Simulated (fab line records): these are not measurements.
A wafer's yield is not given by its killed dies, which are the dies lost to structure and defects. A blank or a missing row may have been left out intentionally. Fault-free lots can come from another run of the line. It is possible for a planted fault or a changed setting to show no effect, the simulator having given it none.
fab line records + flow nand-harc
record
- lots=5
- wafers=15
- last-day=34
route steps=1302 shown P_BONDPAD@366 A_START@389 A_ZERO_WELL@390 A_M0@1150
lots that met no fault: from a run of the same line without faults
start-h: hours from the record's first day to the start of the lot's first wafer shown + wait-h: hours since the lot's step before + " repeats the value in the row above + L1.1+2: a row that stands for several wafers + - no value, or no start was given + * or withheld: withheld + < > ~ a bound
route shown NAME@n: a module of which the file shows steps, and the number in the route of the first + usual: mean/standard deviation of fault-free wafers + same: alike in all rows + chamber/n: place in a boat + sites: per-site readings + _std_site: the values' standard deviation + _edge_site: the outer-site mean with the inner-site mean subtracted + radius-mm: how far each site lies from the wafer's centre + mask NAME#n: copy n + behind: the last tool/chamber to shape the wafer + hold: what put the lot on hold/how long, in hours/how the hold closed + device: the n, p or np transistor that did not switch + end of line: tests run on the same wafers once the route is complete + step lacking rows: just its recipe + killed: not the wafer's yield, but the dies lost to structure and defects at the first sort + map: a wafer's dies, x killed, . not, _ none there
set.NAME: the setting as run; set.NAME@STEP: as run at that earlier step + model.NAME: the simulator's own value behind a step, which no gauge read
a table for each step, a row for each wafer; lots at some steps of the route
services: from which hour (start-h, from the record's first day; less than 0 if before it) a tool's chamber was out of use, for how many hours, and why
## steps
# step NHARC_P_BONDPAD_HARDBAKE_10
# recipe
- temp-c=118
- time-s=65
# step NHARC_P_BONDPAD_DESCUM_11
# recipe
- time-s=3
- o2-flow-sccm=200
- ar-flow-sccm=0
- bias-power-w=0
- chemistry=O2
# step NHARC_P_BONDPAD_ETCH_37
# recipe
- target-depth-a=600
- overetch-a=180
- time-s=65.91
- ion-energy-ev=200
- n2-flow-sccm=150
- h2-flow-sccm=150
- ar-flow-sccm=0
- rf-w=400
- bias-w=150
- chemistry=N2/H2
# step NHARC_P_BONDPAD_ETCH_12
# recipe
- target-depth-a=2000
- time-s=100
- chf3-flow-sccm=50
- o2-flow-sccm=10
- ar-flow-sccm=200
- rf-w=500
- bias-w=200
- chemistry=CHF3/O2
# step NHARC_P_BONDPAD_CD_MEAS_13
# usual
- cd-nm=500.7/2.1
| lot.wafer | tool      | chamber | start-h | wait-h | cd-nm |
|-----------|-----------|---------|---------|--------|-------|
| L985.1    | cd-sem-03 | -       | 181.51  | -      | 498.4 |
| L985.2    | "         | -       | "       | "      | 498.2 |
| L985.4    | "         | -       | "       | "      | 499.2 |
| L989.2    | cd-sem-01 | -       | 213.40  | -      | 499.9 |
| L989.4    | "         | -       | "       | "      | 499.8 |
| L989.6    | "         | -       | "       | "      | 504.2 |
| L994.3    | cd-sem-03 | -       | 266.76  | -      | 500.5 |
| L994.5    | "         | -       | "       | "      | 504.7 |
| L994.6    | "         | -       | "       | "      | 502.7 |
| L997.1    | cd-sem-01 | -       | 293.38  | -      | 498.9 |
| L997.2    | "         | -       | "       | "      | 498.1 |
| L997.4    | "         | -       | "       | "      | 502.0 |
| L102.3    | cd-sem-03 | -       | 349.57  | -      | 499.9 |
| L102.4    | "         | -       | "       | "      | 500.3 |
| L102.5    | "         | -       | "       | "      | 502.0 |
# step NHARC_P_BONDPAD_STRIP_15
# recipe
- o2-flow-sccm=500
- ar-flow-sccm=0
- bias-w=0
- chemistry=O2
# step NHARC_P_BONDPAD_ETCH_24
# recipe
- target-depth-a=300
- over-etch-frac=0.3
- time-s=72.99
- ion-energy-ev=150
- cf4-flow-sccm=50
- n2-flow-sccm=100
- ar-flow-sccm=150
- rf-w=300
- bias-w=100
- chemistry=CF4/N2
# usual
- drypump-motor-current-A=5.8/0.5
- n2-flow-sccm=100.04/0.3
- oes-product-au=0.999/0.0098
- rf-vpp-V=313.9/2
- showerhead-plenum-p-Torr=2.61/0.11
- throttle-valve-pct=19.794/0.0093
# same
- time-s=72.99
| lot.wafer | tool        | chamber | start-h | wait-h | drypump-motor-current-A | n2-flow-sccm | oes-product-au | rf-hours-counter-h | rf-vpp-V | showerhead-plenum-p-Torr | throttle-valve-pct |
|-----------|-------------|---------|---------|--------|-------------------------|--------------|----------------|--------------------|----------|--------------------------|--------------------|
| L985.4    | rie-diel-11 | 0       | -       | -      | 5.7                     | 99.95        | 0.994          | 4.9                | 317.3    | 2.79                     | 19.786             |
| L985.1    | "           | 1       | "       | "      | 4.8                     | 99.88        | 1.003          | 4.4                | 315.4    | 2.78                     | 19.796             |
| L985.2    | "           | 2       | "       | "      | 5.4                     | 100.24       | 0.995          | 5.3                | 314.2    | 2.53                     | 19.795             |
| L989.2    | rie-diel-09 | 2       | -       | -      | 6.4                     | 100.28       | 0.997          | 2.6                | 314.4    | 2.65                     | 19.797             |
| L989.4    | "           | 3       | "       | "      | 5.4                     | 100.00       | 0.997          | 2.7                | 315.0    | 2.61                     | 19.784             |
| L989.6    | "           | 0       | "       | "      | 6.5                     | 99.90        | 0.997          | -                  | 312.7    | 2.55                     | 19.790             |
| L994.3    | rie-diel-09 | 2       | -       | -      | 6.4                     | 100.22       | 0.995          | 6.0                | 312.4    | 2.65                     | 19.791             |
| L994.5    | "           | 1       | "       | "      | 6.1                     | 100.03       | 1.002          | -                  | 312.7    | 2.66                     | 19.794             |
| L994.6    | "           | 2       | "       | "      | 6.4                     | 100.13       | 0.996          | -                  | 314.7    | 2.65                     | 19.800             |
| L997.1    | rie-diel-11 | 3       | -       | -      | 5.7                     | 100.13       | 0.998          | 0.7                | 310.7    | 2.48                     | 19.785             |
| L997.4    | "           | 1       | "       | "      | 4.8                     | 99.95        | 0.997          | 0.7                | 317.3    | 2.78                     | 19.784             |
| L997.2    | "           | 2       | "       | "      | 5.4                     | 100.37       | 0.994          | 0.7                | 314.0    | 2.53                     | 19.783             |
| L102.4    | rie-diel-09 | 0       | -       | -      | 6.5                     | 99.57        | 1.017          | 1.4                | 314.6    | 2.55                     | 19.809             |
| L102.3    | "           | 3       | "       | "      | 5.4                     | 100.04       | 1.007          | 1.4                | 313.3    | 2.61                     | 19.816             |
| L102.5    | "           | 1       | "       | "      | 6.1                     | 99.41        | 1.008          | -                  | 315.3    | 2.65                     | 19.796             |
# step NHARC_P_BONDPAD_STRIP_16
# recipe
- time-s=600
- temp-c=30
- chemistry=post-etch-residue-remover
# step NHARC_P_BONDPAD_DEGAS_25
# recipe
- temp-c=300
- time-s=60
# step NHARC_P_BONDPAD_PRE_CLEAN_26
# recipe
- time-s=30
- temp-c=280
- gas=H2/He
# step NHARC_P_BONDPAD_PVD_17
# recipe
- target-thk-a=50
- bias-v=168.6
- power-w=15000
- chamber-pressure-pa=0.12
- time-s=8.06
- substrate-temp-c=50
- material=TaN
# step NHARC_P_BONDPAD_PVD_27
# recipe
- target-thk-a=300
- chamber-pressure-pa=5
- power-w=5000
- substrate-temp-c=30
- time-s=20.49
- material=Cu
# step NHARC_P_BONDPAD_ECD_18
# recipe
- target-thk-a=4000
- bath-temp-c=25
- material=Cu
| lot.wafer  | tool      | chamber | start-h | wait-h |
|------------|-----------|---------|---------|--------|
| L985.2+1+4 | ecd-cu-01 | 1,0,1   | 182.52  | -      |
| L989.2+4+6 | ecd-cu-02 | 1       | 214.38  | -      |
| L994.3+6+5 | ecd-cu-02 | 0,1,0   | 267.89  | -      |
| L997.1+2+4 | ecd-cu-01 | 1,0,0   | 294.37  | -      |
| L102.3+4+5 | ecd-cu-02 | 1,0,1   | 350.65  | -      |
# step NHARC_P_BONDPAD_ANNEAL_28
# recipe
- temp-c=225
- time-s=90
# step NHARC_P_BONDPAD_CMP_19
# recipe
- t-overpolish-s=30
- cu-recess-touch-s=16
- target-thk-nm=160.81
# usual
- motor-current-A=12.4/1.1
- overpolish-run-s=29.999/0.0094
| lot.wafer | tool   | chamber | start-h | wait-h | motor-current-A | overpolish-run-s |
|-----------|--------|---------|---------|--------|-----------------|------------------|
| L985.1    | cmp-03 | 1       | 183.27  | -      | 13.0            | 30.008           |
| L985.4    | "      | 2       | "       | "      | 12.6            | 30.000           |
| L985.2    | "      | 3       | "       | "      | 14.9            | 30.002           |
| L989.4    | cmp-01 | 3       | 215.16  | -      | 12.3            | 30.005           |
| L989.2    | "      | 0       | "       | "      | 11.2            | 29.999           |
| L989.6    | "      | 1       | "       | "      | 13.0            | 29.994           |
| L994.3    | cmp-03 | 0       | 268.52  | -      | 12.1            | 30.002           |
| L994.6    | "      | 2       | "       | "      | 13.2            | 29.985           |
| L994.5    | "      | 3       | "       | "      | 15.0            | 29.999           |
| L997.1    | cmp-03 | 1       | 295.12  | -      | 12.8            | 29.990           |
| L997.2    | "      | 3       | "       | "      | 14.7            | 29.999           |
| L997.4    | "      | 0       | "       | "      | 12.0            | 29.982           |
| L102.4    | cmp-03 | 0       | 351.30  | -      | 12.2            | 30.004           |
| L102.3    | "      | 1       | "       | "      | 11.8            | 30.001           |
| L102.5    | "      | 0       | "       | "      | 11.9            | 30.007           |
# step NHARC_P_BONDPAD_SRD_21
# recipe
- time-s=30
- temp-c=23
- dry-time-s=20
- spin-rpm=1500
# step NHARC_P_BONDPAD_INSPECT_23
# usual
- raw-defect-count=318/110
| lot.wafer | tool              | chamber | start-h | wait-h | raw-defect-count |
|-----------|-------------------|---------|---------|--------|------------------|
| L985.1    | defect-inspect-01 | -       | 183.79  | 0.0    | 268              |
| L985.2    | "                 | -       | "       | "      | 332              |
| L985.4    | "                 | -       | "       | "      | 409              |
| L989.2    | defect-inspect-02 | -       | 215.65  | 0.0    | 529              |
| L989.4    | "                 | -       | "       | "      | 255              |
| L989.6    | "                 | -       | "       | "      | 215              |
| L994.3    | defect-inspect-02 | -       | 268.99  | 0.0    | 527              |
| L994.5    | "                 | -       | "       | "      | 317              |
| L994.6    | "                 | -       | "       | "      | 275              |
| L997.1    | defect-inspect-02 | -       | 295.65  | 0.0    | 409              |
| L997.2    | "                 | -       | "       | "      | 260              |
| L997.4    | "                 | -       | "       | "      | 314              |
| L102.3    | defect-inspect-02 | -       | 351.85  | 0.0    | 454              |
| L102.4    | "                 | -       | "       | "      | 409              |
| L102.5    | "                 | -       | "       | "      | 496              |
# step NHARC_P_BONDPAD_ACTIVATE_29
# recipe
- time-s=60
- n2-flow-sccm=200
- ar-flow-sccm=0
- bias-power-w=0
- chemistry=N2
# step NHARC_P_BONDPAD_PRECLEAN_30
# recipe
- time-s=300
- temp-c=23
- chemistry=DIW
# step NHARC_P_BONDPAD_SRD_31
# recipe
- time-s=30
- temp-c=23
- dry-time-s=20
- spin-rpm=1500
# step NHARC_A_START_INSPECT_01
# usual
- raw-defect-count=3.4/1.9
| lot.wafer | tool              | chamber | start-h | wait-h | raw-defect-count |
|-----------|-------------------|---------|---------|--------|------------------|
| L985.1    | defect-inspect-02 | -       | 184.25  | -      | 7                |
| L985.2    | "                 | -       | "       | "      | 0                |
| L985.4    | "                 | -       | "       | "      | 2                |
| L989.2    | defect-inspect-01 | -       | 216.12  | -      | 5                |
| L989.4    | "                 | -       | "       | "      | 1                |
| L989.6    | "                 | -       | "       | "      | 4                |
| L994.3    | defect-inspect-02 | -       | 269.47  | -      | 3                |
| L994.5    | "                 | -       | "       | "      | 3                |
| L994.6    | "                 | -       | "       | "      | 5                |
| L997.1    | defect-inspect-01 | -       | 296.12  | -      | 4                |
| L997.2    | "                 | -       | "       | "      | 3                |
| L997.4    | "                 | -       | "       | "      | 2                |
| L102.3    | defect-inspect-01 | -       | 352.31  | -      | 0                |
| L102.4    | "                 | -       | "       | "      | 4                |
| L102.5    | "                 | -       | "       | "      | 1                |
# step NHARC_A_ZERO_WELL_PRECLEAN_00
# recipe
- time-s=600
- temp-c=120
- chemistry=SPM
# step NHARC_A_ZERO_WELL_SRD_01
# step NHARC_A_ZERO_WELL_DEHYDRATE_02
# recipe
- temp-c=150
- time-s=120
# step NHARC_A_ZERO_WELL_HMDS_03
# recipe
- time-s=30
# step NHARC_A_ZERO_WELL_COAT_18
# recipe
- temp-c=200
- time-s=65
# step NHARC_A_ZERO_WELL_COAT_04
# recipe
- spin-rpm=2000
- resist-thk-nm=600
# step NHARC_A_ZERO_WELL_SOFTBAKE_05
# recipe
- temp-c=125
- time-s=70
# step NHARC_A_ZERO_WELL_EBR_06
# step NHARC_A_ZERO_WELL_EXPOSE_07
# recipe
- na=0.55
- dose-mj=33.85
- mask-id=A_ZERO
# step NHARC_A_ZERO_WELL_PEB_08
# recipe
- peb-temp-c=128
- peb-time-s=80
# step NHARC_A_ZERO_WELL_DEVELOP_09
# recipe
- time-s=50
- dev-temp-c=22
# step NHARC_A_ZERO_WELL_CD_MEAS_10
# recipe
- target-cd-nm=2000
- landing-energy-ev=500
# usual
- cd-nm=2000.9/2.1
| lot.wafer | tool      | chamber | start-h | wait-h | cd-nm  |
|-----------|-----------|---------|---------|--------|--------|
| L985.1    | cd-sem-01 | 0       | 184.97  | -      | 2001.7 |
| L985.2    | "         | 0       | "       | "      | 2000.2 |
| L985.4    | "         | 0       | "       | "      | 2000.6 |
| L989.2    | cd-sem-02 | 0       | 216.96  | -      | 1999.8 |
| L989.4    | "         | 0       | "       | "      | 1999.5 |
| L989.6    | "         | 0       | "       | "      | 2000.2 |
| L994.3    | cd-sem-02 | 0       | 270.32  | -      | 2002.4 |
| L994.5    | "         | 0       | "       | "      | 2001.5 |
| L994.6    | "         | 0       | "       | "      | 2002.3 |
| L997.1    | cd-sem-01 | 0       | 296.84  | -      | 2000.7 |
| L997.2    | "         | 0       | "       | "      | 2002.8 |
| L997.4    | "         | 0       | "       | "      | 2004.1 |
| L102.3    | cd-sem-02 | 0       | 353.15  | -      | 2002.3 |
| L102.4    | "         | 0       | "       | "      | 2002.6 |
| L102.5    | "         | 0       | "       | "      | 2004.0 |
# step NHARC_A_ZERO_WELL_HARDBAKE_11
# recipe
- temp-c=118
- time-s=65
# step NHARC_A_ZERO_WELL_DESCUM_12
# recipe
- time-s=3
- o2-flow-sccm=200
- ar-flow-sccm=0
- bias-power-w=0
- chemistry=O2
# usual
- drypump-motor-current-A=5.8/0.48
- oes-product-au=0.998/0.0094
- rf-vpp-V=57.6/0.99
- showerhead-plenum-p-Torr=1.89/0.09
- throttle-valve-pct=11.312/0.0093
# same
- time-s=3
| lot.wafer | tool        | chamber | start-h | wait-h | drypump-motor-current-A | oes-product-au | rf-hours-counter-h | rf-vpp-V | showerhead-plenum-p-Torr | throttle-valve-pct |
|-----------|-------------|---------|---------|--------|-------------------------|----------------|--------------------|----------|--------------------------|--------------------|
| L985.1    | rie-diel-05 | 3       | 185.12  | -      | 5.0                     | 0.986          | 3                  | 58.3     | 2.01                     | 11.320             |
| L985.4    | "           | 1       | "       | "      | 5.5                     | 0.976          | 2                  | 58.2     | 1.78                     | 11.307             |
| L985.2    | "           | 2       | "       | "      | 5.9                     | 1.000          | 3                  | 58.0     | 1.94                     | 11.301             |
| L989.2    | rie-diel-01 | 3       | 217.11  | -      | 5.4                     | 0.996          | 1                  | 58.0     | 1.91                     | 11.309             |
| L989.4    | "           | 1       | "       | "      | 6.3                     | 1.011          | 1                  | 58.9     | 1.94                     | 11.308             |
| L989.6    | "           | 0       | "       | "      | 5.6                     | 1.006          | -                  | 57.1     | 1.87                     | 11.324             |
| L994.3    | rie-diel-05 | 0       | 270.50  | -      | 6.3                     | 0.992          | 1                  | 56.5     | 1.79                     | 11.305             |
| L994.6    | "           | 1       | "       | "      | 5.5                     | 0.995          | -                  | 56.2     | 1.78                     | 11.303             |
| L994.5    | "           | 2       | "       | "      | 5.9                     | 0.993          | -                  | 58.6     | 1.94                     | 11.319             |
| L997.1    | rie-diel-08 | 1       | 297.00  | -      | 6.6                     | 1.004          | 40                 | 59.5     | 1.89                     | 11.321             |
| L997.2    | "           | 2       | "       | "      | 6.5                     | 1.003          | 32                 | 57.9     | 2.01                     | 11.301             |
| L997.4    | "           | 3       | "       | "      | 5.7                     | 0.999          | 33                 | 55.9     | 1.85                     | 11.315             |
| L102.4    | rie-diel-01 | 1       | 353.31  | -      | 6.3                     | 1.003          | 21                 | 57.4     | 1.93                     | 11.293             |
| L102.3    | "           | 0       | "       | "      | 5.6                     | 1.005          | 23                 | 57.3     | 1.86                     | 11.319             |
| L102.5    | "           | 1       | "       | "      | 6.3                     | 1.013          | -                  | 59.5     | 1.93                     | 11.324             |
# step NHARC_A_ZERO_WELL_ETCH_19
# recipe
- target-depth-a=800
- overetch-a=240
- time-s=87.88
- ion-energy-ev=200
- n2-flow-sccm=150
- h2-flow-sccm=150
- ar-flow-sccm=0
- rf-w=400
- bias-w=150
- chemistry=N2/H2
# usual
- drypump-motor-current-A=5.8/0.48
- n2-flow-sccm=149.9/0.43
- oes-product-au=0.999/0.0086
- rf-vpp-V=429.9/2.9
- showerhead-plenum-p-Torr=2.02/0.098
- throttle-valve-pct=14.172/0.0092
# same
- time-s=87.88
| lot.wafer | tool        | chamber | start-h | wait-h | drypump-motor-current-A | n2-flow-sccm | oes-product-au | rf-hours-counter-h | rf-vpp-V | showerhead-plenum-p-Torr | throttle-valve-pct |
|-----------|-------------|---------|---------|--------|-------------------------|--------------|----------------|--------------------|----------|--------------------------|--------------------|
| L985.4    | rie-diel-05 | 2       | 185.21  | 0.1    | 5.9                     | 149.6        | 1.009          | 3                  | 430.6    | 2.07                     | 14.168             |
| L985.1    | "           | 3       | "       | "      | 5.0                     | 150.3        | 0.984          | 3                  | 432.8    | 2.14                     | 14.174             |
| L985.2    | "           | 1       | "       | "      | 5.5                     | 149.5        | 0.985          | 2                  | 427.2    | 1.90                     | 14.159             |
| L989.4    | rie-diel-01 | 1       | 217.20  | 0.1    | 6.3                     | 150.0        | 1.000          | 1                  | 431.1    | 2.07                     | 14.188             |
| L989.2    | "           | 0       | "       | "      | 5.6                     | 150.2        | 0.991          | 1                  | 429.2    | 1.99                     | 14.162             |
| L989.6    | "           | 2       | "       | "      | 5.9                     | 149.5        | 0.998          | -                  | 428.2    | 1.96                     | 14.173             |
| L994.3    | rie-diel-05 | 2       | 270.56  | 0.1    | 5.9                     | 149.8        | 1.004          | 1                  | 432.7    | 2.07                     | 14.164             |
| L994.6    | "           | 2       | "       | "      | 5.9                     | 150.0        | 1.001          | -                  | 431.0    | 2.07                     | 14.169             |
| L994.5    | "           | 3       | "       | "      | 5.1                     | 149.8        | 0.984          | -                  | 433.6    | 2.14                     | 14.179             |
| L997.4    | rie-diel-08 | 0       | 297.09  | 0.1    | 5.9                     | 150.0        | 0.983          | 40                 | 434.5    | 2.18                     | 14.166             |
| L997.2    | "           | 1       | "       | "      | 6.6                     | 149.6        | 1.002          | 40                 | 429.5    | 2.01                     | 14.157             |
| L997.1    | "           | 2       | "       | "      | 6.5                     | 149.7        | 1.004          | 32                 | 435.5    | 2.14                     | 14.171             |
| L102.3    | rie-diel-01 | 3       | 353.40  | 0.1    | 5.4                     | 149.2        | 1.002          | 23                 | 431.6    | 2.03                     | 14.179             |
| L102.4    | "           | 0       | "       | "      | 5.6                     | 149.7        | 1.011          | 23                 | 428.4    | 1.98                     | 14.186             |
| L102.5    | "           | 2       | "       | "      | 5.9                     | 149.8        | 1.004          | -                  | 427.1    | 1.95                     | 14.165             |
# step NHARC_A_ZERO_WELL_ETCH_13
# recipe
- target-depth-a=1200
- time-s=40.1
- hbr-flow-sccm=150
- cl2-flow-sccm=50
- rf-w=400
- icp-w=400
- bias-w=100
- chemistry=HBr/Cl2
# usual
- drypump-motor-current-A=5.9/0.42
- oes-product-au=1.004/0.01
- throttle-valve-pct=26.406/0.01
# same
- time-s=40.1
| lot.wafer | tool      | chamber | start-h | wait-h | drypump-motor-current-A | oes-product-au | rf-hours-counter-h | throttle-valve-pct |
|-----------|-----------|---------|---------|--------|-------------------------|----------------|--------------------|--------------------|
| L985.4    | rie-si-05 | 2       | 185.33  | -      | 5.4                     | 1.004          | 0.3                | 26.427             |
| L985.2    | "         | 3       | "       | "      | 5.5                     | 1.000          | 0.4                | 26.416             |
| L985.1    | "         | 1       | "       | "      | 5.8                     | 0.999          | 0.4                | 26.412             |
| L989.2    | rie-si-06 | 0       | 217.32  | -      | 6.5                     | 1.008          | 1.1                | 26.403             |
| L989.4    | "         | 0       | "       | "      | 6.5                     | 1.019          | -                  | 26.401             |
| L989.6    | "         | 2       | "       | "      | 6.1                     | 1.004          | -                  | 26.389             |
| L994.3    | rie-si-05 | 2       | 270.70  | -      | 5.4                     | 1.012          | 0.8                | 26.401             |
| L994.6    | "         | 0       | "       | "      | 5.8                     | 1.014          | -                  | 26.391             |
| L994.5    | "         | 1       | "       | "      | 5.8                     | 0.983          | -                  | 26.426             |
| L997.1    | rie-si-05 | 1       | 297.21  | -      | 5.7                     | 0.996          | 1.1                | 26.400             |
| L997.2    | "         | 2       | "       | "      | 5.4                     | 1.005          | 0.9                | 26.406             |
| L997.4    | "         | 3       | "       | "      | 5.5                     | 1.007          | 1.0                | 26.417             |
| L102.4    | rie-si-04 | 0       | 353.51  | -      | 5.6                     | 0.998          | 0.0                | 26.411             |
| L102.3    | "         | 2       | "       | "      | 5.0                     | 1.020          | 0.0                | 26.405             |
| L102.5    | "         | 0       | "       | "      | 5.6                     | 1.000          | -                  | 26.395             |
# step NHARC_A_ZERO_WELL_STRIP_14
# recipe
- time-s=900
- temp-c=130
- chemistry=SPM
# step NHARC_A_M0_DESCUM_14
# recipe
- time-s=3
- o2-flow-sccm=200
- ar-flow-sccm=0
- bias-power-w=0
- chemistry=O2
# usual
- drypump-motor-current-A=5.6/0.61
- oes-product-au=0.995/0.008
- rf-vpp-V=57.8/0.99
- showerhead-plenum-p-Torr=1.91/0.071
- throttle-valve-pct=11.311/0.0094
# same
- time-s=3
| lot.wafer | tool        | chamber | start-h | wait-h | drypump-motor-current-A | oes-product-au | rf-hours-counter-h | rf-vpp-V | showerhead-plenum-p-Torr | throttle-valve-pct | model.A_M0.cd-nm |
|-----------|-------------|---------|---------|--------|-------------------------|----------------|--------------------|----------|--------------------------|--------------------|------------------|
| L985.1    | rie-diel-13 | 3       | 570.97  | 0.1    | 5.3                     | 0.992          | 2.1                | 59.0     | 1.97                     | 11.324             | 81.03            |
| L985.4    | "           | 0       | "       | "      | 6.4                     | 0.979          | 1.9                | 57.6     | 1.85                     | 11.296             | 81.26            |
| L985.2    | "           | 1       | "       | "      | 5.7                     | 0.992          | 1.8                | 56.7     | 1.99                     | 11.311             | 79.56            |
| L989.2    | rie-diel-13 | 3       | 602.20  | 0.1    | 5.3                     | 0.999          | 4.4                | 58.9     | 1.97                     | 11.320             | 80.45            |
| L989.4    | "           | 0       | "       | "      | 6.4                     | 0.984          | 4.0                | 58.6     | 1.85                     | 11.307             | 81.58            |
| L989.6    | "           | 3       | "       | "      | 5.3                     | 0.995          | -                  | 56.7     | 1.97                     | 11.320             | 80.94            |
| L994.3    | rie-diel-04 | 1       | 650.36  | 0.1    | 4.9                     | 0.993          | 4.6                | 58.3     | 1.91                     | 11.307             | 80.24            |
| L994.6    | "           | 1       | "       | "      | 4.9                     | 1.000          | -                  | 57.6     | 1.91                     | 11.309             | 79.91            |
| L994.5    | "           | 2       | "       | "      | 5.7                     | 1.012          | -                  | 58.7     | 1.87                     | 11.297             | 79.79            |
| L997.4    | rie-diel-06 | 1       | 678.50  | 0.1    | 4.9                     | 0.990          | 0.8                | 57.6     | 1.92                     | 11.310             | 72.35            |
| L997.1    | "           | 2       | "       | "      | 6.2                     | 1.002          | 0.5                | 56.0     | 1.81                     | 11.303             | 73.1             |
| L997.2    | "           | 0       | "       | "      | 6.3                     | 1.009          | 0.7                | 59.3     | 2.00                     | 11.319             | 72.96            |
| L102.3    | rie-diel-06 | 0       | 757.13  | 0.1    | 6.3                     | 0.984          | 3.6                | 60.0     | 2.00                     | 11.310             | 82.02            |
| L102.4    | "           | 0       | "       | "      | 6.3                     | 0.994          | -                  | 58.7     | 2.00                     | 11.308             | 82.05            |
| L102.5    | "           | 1       | "       | "      | 4.9                     | 0.997          | -                  | 57.6     | 1.92                     | 11.322             | 80.52            |
# step NHARC_A_M0_ETCH_15
# recipe
- target-depth-a=1500
- overetch-a=150
- time-s=82.5
- c4f8-flow-sccm=withheld
- ar-flow-sccm=400
- rf-w=600
- bias-w=300
- chemistry=C4F8/Ar
# usual
- oes-product-au=0.953/0.021
- rf-vpp-V=441.0/2.3
# same
- time-s=82.5
| lot.wafer | tool        | chamber | start-h | wait-h | oes-product-au | rf-hours-counter-h | rf-vpp-V | model.A_M0.cd-nm |
|-----------|-------------|---------|---------|--------|----------------|--------------------|----------|------------------|
| L985.2    | rie-diel-13 | 1       | -       | -      | 0.972          | 1.8                | 444.2    | 79.12            |
| L985.4    | "           | 2       | "       | "      | 0.983          | 2.1                | 436.6    | 81.63            |
| L985.1    | "           | 3       | "       | "      | 0.953          | 2.2                | 443.2    | 81.42            |
| L989.2    | rie-diel-13 | 0       | -       | -      | 0.911          | 4.0                | 440.9    | 80.45            |
| L989.4    | "           | 3       | "       | "      | 0.925          | 4.5                | 440.8    | 82.11            |
| L989.6    | "           | 1       | "       | "      | 0.918          | -                  | 443.0    | 81.35            |
| L994.3    | rie-diel-04 | 2       | -       | -      | 0.966          | 4.9                | 440.8    | 80.5             |
| L994.6    | "           | 3       | "       | "      | 0.962          | -                  | 441.4    | 79.86            |
| L994.5    | "           | 0       | "       | "      | 0.975          | -                  | 440.0    | 79.8             |
| L997.4    | rie-diel-06 | 0       | -       | -      | 0.971          | 0.7                | 442.0    | 71.78            |
| L997.2    | "           | 1       | "       | "      | 0.954          | 0.8                | 441.3    | 72.57            |
| L997.1    | "           | 2       | "       | "      | 0.965          | 0.6                | 437.1    | 73.63            |
| L102.3    | rie-diel-06 | 3       | -       | -      | 0.957          | 3.5                | 442.5    | 81.34            |
| L102.5    | "           | 3       | "       | "      | 0.952          | -                  | 442.2    | 80.15            |
| L102.4    | "           | 0       | "       | "      | 0.961          | -                  | 443.1    | 81.38            |
## services
| tool        | chamber | start-h | hours | kind   |
|-------------|---------|---------|-------|--------|
| rie-diel-06 | 0       | 160.50  | 3.8   | repair |
| rie-diel-06 | -       | 160.84  | 2.4   | repair |
| cmp-03      | -       | 162.13  | 4.0   | pm     |
| rie-diel-13 | -       | 165.00  | 9.0   | pm     |
| cmp-03      | -       | 175.14  | 1.9   | repair |
| rie-diel-01 | 3       | 178.74  | 36.9  | repair |
| rie-diel-06 | 0       | 181.94  | 4.5   | repair |
| rie-diel-13 | 1       | 182.43  | 5.5   | repair |
| rie-diel-01 | 1       | 184.12  | 7.8   | repair |
| cmp-03      | -       | 193.45  | 0.8   | repair |
| rie-diel-01 | -       | 204.77  | 9.0   | pm     |
| rie-diel-05 | -       | 229.60  | 9.0   | pm     |
| rie-diel-05 | 2       | 252.54  | 4.1   | repair |
| rie-diel-13 | 1       | 258.98  | 5.0   | repair |
| cmp-03      | -       | 260.21  | 4.0   | pm     |
| rie-diel-01 | 0       | 267.18  | 2.6   | repair |
| rie-diel-01 | 2       | 283.47  | 3.7   | repair |
| cmp-03      | -       | 301.02  | 0.3   | repair |
| rie-diel-06 | -       | 307.20  | 9.0   | pm     |
| rie-diel-01 | -       | 324.34  | 0.3   | repair |
| rie-diel-05 | 1       | 336.31  | 4.2   | repair |
| rie-diel-13 | -       | 342.00  | 9.0   | pm     |
| cmp-03      | -       | 352.69  | 2.2   | repair |
| rie-diel-01 | 1       | 353.70  | 9.3   | repair |
## key
first-sign none at tools or gauges
model-effect
- step=NHARC_A_M0_DESCUM_14
- value=A_M0.cd-nm
- without=79.98
- struck=73.1
model-effect
- step=NHARC_A_M0_ETCH_15
- value=A_M0.cd-nm
- without=80.52
- struck=73.63
met-at NHARC_P_BONDPAD_ECD_18
struck-wafers L997.1
sort-left-out L997.1
loop-trim
- step=NHARC_A_M0_EXPOSE_06
- setting=dose
- lots=L997
onset-between 182.52 294.37
fault
- kind=process-parameter-drift
- tool=ecd-cu-01
- chamber=1
- onset-h=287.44
- steps=NHARC_P_BONDPAD_ECD_18
- channel=target-thk-a
- offset=*
- shape=step
- end-h=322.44
- acts-in=*
- stated=*
# sort-left-out: the simulated sort isn't trusted on such a fault, so these wafers' sort isn't shown, and their yield isn't known
# loop-trim: a control loop set the setting to another value than it would have without faults
